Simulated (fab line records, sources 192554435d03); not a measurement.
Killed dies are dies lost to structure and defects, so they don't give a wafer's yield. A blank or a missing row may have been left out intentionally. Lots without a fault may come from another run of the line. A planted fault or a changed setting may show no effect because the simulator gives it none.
Matching of chambers | flow n5Finfet | rieDiel-02 running N5_BEOL_M13_ETCH_68: 4 sister chambers
The step etches SOC in N2/H2, time 355 s. 8 wafers are shown with their chamber, then 7 later ones without.

WAFERS, EACH WITH ITS CHAMBER
wafer  | chamber | throttleValvePct (%) | showerheadPlenumPTorr (Torr)
L074.5 | 3       | 17.55                | 2.71
L075.3 | 3       | 17.57                | 2.70
L077.5 | 1       | 17.48                | 2.65
L079.1 | 0       | 17.46                | 2.67
L079.2 | 2       | 18.19                | 2.41
L079.6 | 0       | 17.46                | 2.67
L080.1 | 1       | 17.49                | 2.64
L080.2 | 2       | 18.20                | 2.41

WAFERS WITHOUT THEIR CHAMBER
wafer  | throttleValvePct (%) | showerheadPlenumPTorr (Torr)
L080.5 | 17.46                | 2.67
L089.1 | 17.51                | 2.64
L089.2 | 17.61                | 2.69
L089.4 | 18.22                | 2.41
L093.2 | 18.24                | 2.40
L093.4 | 17.50                | 2.66
L093.6 | 18.24                | 2.40

EACH ONE'S CHAMBER
wafer  | from the rows above     | in truth
L080.5 | 0                       | 0
L089.1 | 1                       | 1
L089.2 | 3                       | 3
L089.4 | 2                       | 2
L093.2 | 2                       | 2
L093.4 | can't be placed: 1 or 0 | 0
L093.6 | 2                       | 2
Correct placement for 6 of the 7. Can't be placed from these rows: 1 (the true chamber is among the candidates in 1). Placed wrongly: 0.
How it was worked out, from the rows above alone: a wafer's distance from a chamber is the root of the sum, over the readings, of the square of ((its reading less the chamber's mean) divided by the reading's scatter). If the next closest chamber is less than 2 further off than the closest, the wafer can't be placed; otherwise it belongs to the closest. The mean given for a chamber averages the wafers shown for that chamber. The scatter is the square root of a quotient: the sum, over the shown wafers, of each reading's squared deviation from its chamber's mean, divided by wafers minus chambers.
